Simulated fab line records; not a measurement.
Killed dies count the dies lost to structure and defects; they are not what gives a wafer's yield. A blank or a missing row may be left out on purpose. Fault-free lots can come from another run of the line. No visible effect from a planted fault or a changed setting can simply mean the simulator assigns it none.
A struck lot beside a sound one :: flow n5Finfet :: 14 out of 1938 route steps
Sound: the wafers L188.3, L188.4, L188.5. Struck: wafers L201.3, L201.6 (left out: L201.2, a lot-mate that was not struck); the cause follows at the end.
At each step with rows: each side's tool, then ch and its chambers, then its first start. Under that, the readings that differ: sound wafers :: struck wafers :: difference of the means :: sigmas: that difference in standard deviations of wafers without a fault.
alike: readings whose means differ by less than 2 such deviations, and words and numbers that are the same on both sides. not compared: withheld readings, readings that some wafer has no value for, bounds like >300 that may hide the same value, and numbers for which the record gives no deviation and whose values overlap.
The two part at a step that has a row with sigmas, a row that says differs or no value, or rows on one side only. Numbers that don't overlap but have no deviation are shown without sigmas and don't part them. A reading missing from all wafers of one side parts the sides only when that side holds two or more wafers.

N5_BEOL_M15_STRIP_62: strips in O2.
  sound: rieDiel-05 ch 1,2,3; struck: rieDiel-04 ch 1,2
  alike: drypumpMotorCurrentA, o2FlowSccm, oesProductAu, rfVppV, showerheadPlenumPTorr, throttleValvePct
  not compared: rfHoursCounterH
N5_BEOL_M15_STRIP_37: strips in O2.
  sound: rieDiel-05 ch 1,2,3; struck: rieDiel-04 ch 1,2
  alike: drypumpMotorCurrentA, o2FlowSccm, oesProductAu, rfVppV, showerheadPlenumPTorr, throttleValvePct
  not compared: rfHoursCounterH
N5_BEOL_M15_ETCH_38: etches SiCN in CF4/N2, target depth 106.4 nm, time 120.5 s.
  sound: rieDiel-05 ch 1,2,3; struck: rieDiel-04 ch 1,2
reading: rfVppV (V)
sound: 380.3 381.1 379.7
struck: 383.3 385.4
difference: +4.0
sigmas: +2
  alike: drypumpMotorCurrentA, mfcArSccm, oesProductAu, showerheadPlenumPTorr, throttleValvePct
  not compared: rfHoursCounterH
then, 6 steps without rows for these wafers: N5_BEOL_M15_PRECLEAN_39 (cleans in residue remover, time 60 s); N5_BEOL_M15_SRD_40 (time 30 s, dry time 30 s); N5_BEOL_M15_DEGAS_41 (time 60 s); N5_BEOL_M15_PRE_CLEAN_42 (time 30 s); N5_BEOL_M15_SPUTTER_43 (material TaN, target thk 15 nm, time 24.19 s); N5_BEOL_M15_SPUTTER_44 (material Ta, target thk 15 nm, time 24.19 s).
N5_BEOL_M15_SPUTTER_45: material Cu, target thk 100 nm, time 16.67 s.
  sound: pvdSputter-01 at day 13 18:16; struck: pvdSputter-03 at day 16 20:40
  alike: chamberPressurePa, throttleValvePct
then, 1 step without rows for these wafers: N5_BEOL_M15_ECD_47 (material Cu, target thk 1860 nm).
N5_BEOL_M15_ANNEAL_48: time 90 s.
  sound on rtpAnneal-02 ch 0, day 13 18:43; struck on rtpAnneal-02 ch 0, day 16 21:04
  alike: annealTempCMax, wafer_temp_C_max
N5_BEOL_M15_CMP_49: polishes, stops on SiO2, t overpolish 4.9 s, target thk 850 nm.
  sound on cmp-04 ch 0,1, day 13 18:55; struck on cmp-04 ch 0,2, day 16 21:19
reading: barrierFieldEndpointS (s)
sound: 11.20 10.91 10.96
struck: 6.43 6.36
difference: -4.63
sigmas: -19
  alike: headPressurePsi, motorCurrentA, overpolishRunS
then, 1 step without rows for these wafers: N5_PASSIVATION_PROBE_49.

## WHERE THEY PART
Earliest at N5_BEOL_M15_ETCH_38; latest, in this record, at N5_BEOL_M15_CMP_49.

WHY: the cause the simulator had injected
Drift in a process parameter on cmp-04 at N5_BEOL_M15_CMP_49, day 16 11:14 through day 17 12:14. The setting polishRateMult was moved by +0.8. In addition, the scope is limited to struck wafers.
